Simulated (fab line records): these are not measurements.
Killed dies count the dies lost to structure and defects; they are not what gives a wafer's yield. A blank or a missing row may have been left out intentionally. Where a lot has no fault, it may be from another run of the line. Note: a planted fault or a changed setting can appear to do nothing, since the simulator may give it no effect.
Matching of chambers :: flow n5 finfet :: N5_HKMG_FIN_ALD_75 on ald hk-03 has 4 sister chambers
The step deposits Al2O3, target thk 1 nm, co reactant pulse time 1 s. 8 wafers are shown with their chamber, then 10 later ones without.

== WAFERS PAIRED WITH THEIR CHAMBERS ==
wafer: L075.6
chamber: 0
heater power w (W): 134
precursor pulse height rel: 1.003

wafer: L087.1
chamber: 1
heater power w (W): 135
precursor pulse height rel: 0.950

wafer: L087.6
chamber: 2
heater power w (W): 159
precursor pulse height rel: 1.023

wafer: L090.2
chamber: 1
heater power w (W): 136
precursor pulse height rel: 0.994

wafer: L090.3
chamber: 0
heater power w (W): 138
precursor pulse height rel: 0.997

wafer: L090.6
chamber: 3
heater power w (W): 136
precursor pulse height rel: 1.042

wafer: L094.1
chamber: 2
heater power w (W): 162
precursor pulse height rel: 1.028

wafer: L094.2
chamber: 3
heater power w (W): 137
precursor pulse height rel: 0.986

== WAFERS WITHOUT THEIR CHAMBER ==
wafer: L094.3
heater power w (W): 138
precursor pulse height rel: 0.982

wafer: L094.4
heater power w (W): 134
precursor pulse height rel: 0.984

wafer: L094.5
heater power w (W): 138
precursor pulse height rel: 0.979

wafer: L094.6
heater power w (W): 138
precursor pulse height rel: 1.034

wafer: L096.1
heater power w (W): 138
precursor pulse height rel: 0.967

wafer: L096.2
heater power w (W): 136
precursor pulse height rel: 0.989

wafer: L096.3
heater power w (W): 161
precursor pulse height rel: 0.994

wafer: L096.4
heater power w (W): 137
precursor pulse height rel: 0.999

wafer: L096.5
heater power w (W): 137
precursor pulse height rel: 1.012

wafer: L096.6
heater power w (W): 163
precursor pulse height rel: 1.012

== CHAMBER TAKEN BY EACH ==
wafer: L094.3
from the rows above: can't be placed: 0 or 1 or 3
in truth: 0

wafer: L094.4
from the rows above: can't be placed: 1 or 0 or 3
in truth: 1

wafer: L094.5
from the rows above: can't be placed: 0 or 1 or 3
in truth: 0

wafer: L094.6
from the rows above: can't be placed: 3 or 0 or 1
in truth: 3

wafer: L096.1
from the rows above: can't be placed: 1 or 0 or 3
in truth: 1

wafer: L096.2
from the rows above: can't be placed: 0 or 1 or 3
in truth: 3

wafer: L096.3
from the rows above: 2
in truth: 2

wafer: L096.4
from the rows above: can't be placed: 0 or 3 or 1
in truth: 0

wafer: L096.5
from the rows above: can't be placed: 3 or 0 or 1
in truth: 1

wafer: L096.6
from the rows above: 2
in truth: 2
Correct placement for 2 of the 10. These rows do not allow placing 8 (true chamber among the candidates in 8). Number placed wrongly: 0.
How it was worked out, from the rows above alone: a wafer's distance from a chamber is the root of the sum, over the readings, of the square of ((its reading less the chamber's mean) divided by the reading's scatter). The wafer belongs to the nearest chamber; if the next one is less than 2 further off, it can't be placed. A chamber's mean is the mean of its shown wafers. How the scatter is found: for the shown wafers, subtract from each reading the mean of its chamber, square and add these, divide the total by (wafers less chambers), then take the root.
